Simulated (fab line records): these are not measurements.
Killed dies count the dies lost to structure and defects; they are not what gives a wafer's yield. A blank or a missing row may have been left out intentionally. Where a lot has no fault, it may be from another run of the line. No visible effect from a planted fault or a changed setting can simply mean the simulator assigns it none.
Struck lot and sound lot, side by side :: flow nand harc :: 15 steps out of a route of 1302
Sound: the wafers L469.2, L469.4, L469.6. Struck: wafers L480.3, L480.6. (L480.4 of the same lot was not struck and is left out.) The cause comes at the end.
At each step with rows: each side's tool, then ch and its chambers, then its first start. Under that, the readings that differ: sound wafers :: struck wafers :: difference of the means :: sigmas: that difference in standard deviations of wafers without a fault.
alike: a reading whose means differ by less than 2 such deviations, as well as words and numbers matching on both sides. not compared: withheld readings; readings where some wafer has no value; bounds like >300 that might hide an equal value; numbers whose values overlap and for which the record gives no deviation.
Wherever a step has rows on one side only, a row that says differs or no value, or a row with sigmas, the two part there. Numbers that don't overlap but have no deviation are shown without sigmas and don't part them. A reading missing from all wafers of one side parts the sides only when that side holds two or more wafers.

NHARC_A_DECK1_JOINT_ETCHBACK_07: etches the open film in HBr, target depth 105 nm, time 26.9 s.
  sound on rie si-03 ch 1,2, day 11 09:53; struck on rie si-03 ch 1,2, day 15 19:04
  alike: drypump motor current A, oes product au, run length s, throttle valve pct
  not compared: rf hours counter h
then, 8 steps without rows for these wafers: NHARC_A_DECK1_JOINT_ETCH_25 (etches SiO2 in dHF, target depth 0.5 nm); NHARC_A_DECK1_JOINT_ETCH_19 (etches poly-Si in TMAH, target depth 3 nm); NHARC_A_DECK1_JOINT_ETCH_18 (etches SiO2 in dHF, target depth 3 nm); NHARC_A_DECK1_JOINT_WET_08 (chemistry H3PO4, time 86 s); NHARC_A_DECK1_JOINT_ETCH_09 (etches SiO2 in dHF, target depth 5 nm); NHARC_A_DECK1_JOINT_WET_10 (chemistry H3PO4, time 86 s); NHARC_A_DECK1_JOINT_ETCH_11 (etches SiO2 in dHF, target depth 35 nm); NHARC_A_DECK1_JOINT_CVD_12 (deposits poly-Si, target thk 90 nm, time 1800 s).
NHARC_A_DECK1_JOINT_CMP_13: polishes, target thk 51.023 nm.
  sound on cmp-02 ch 1,2,3, day 11 20:02; struck on cmp-01 ch 0,3, day 16 05:21
  alike: motor current A, slurry flow ml min, time to endpoint s
NHARC_A_DECK1_JOINT_THK_MEAS_14: measures by ellipsometry.
  sound: film metro-01 at day 11 20:14; struck: film metro-01 at day 16 05:36
  alike: thk nm
next, for these wafers, 1 step has no rows: NHARC_A_DECK1_JOINT_SRD_04.
NHARC_A_DECK1_JOINT_ETCHBACK_00: etches the open film in HBr, target depth 30 nm, time 17.4 s.
  sound on rie si-01 ch 0,3, day 11 20:22; struck on rie si-06 ch 0,1, day 16 05:44
reading: run length s (s)
sound: 39.0 38.2 38.5
struck: 41.7 42.4
difference: +3.5
sigmas: +8
  alike: drypump motor current A, oes product au, throttle valve pct
  not compared: rf hours counter h
then, 2 steps without rows for these wafers: NHARC_A_DECK1_JOINT_PRECLEAN_30 (cleans in SC1); NHARC_END_SORT_01.

== WHERE THEY PART ==
Only at NHARC_A_DECK1_JOINT_ETCHBACK_00, as far as this record shows.

WHY: the cause the simulator had injected
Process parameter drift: rie si-06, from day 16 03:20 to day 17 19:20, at NHARC_A_DECK1_JOINT_ETCHBACK_00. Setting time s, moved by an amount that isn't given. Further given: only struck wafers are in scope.
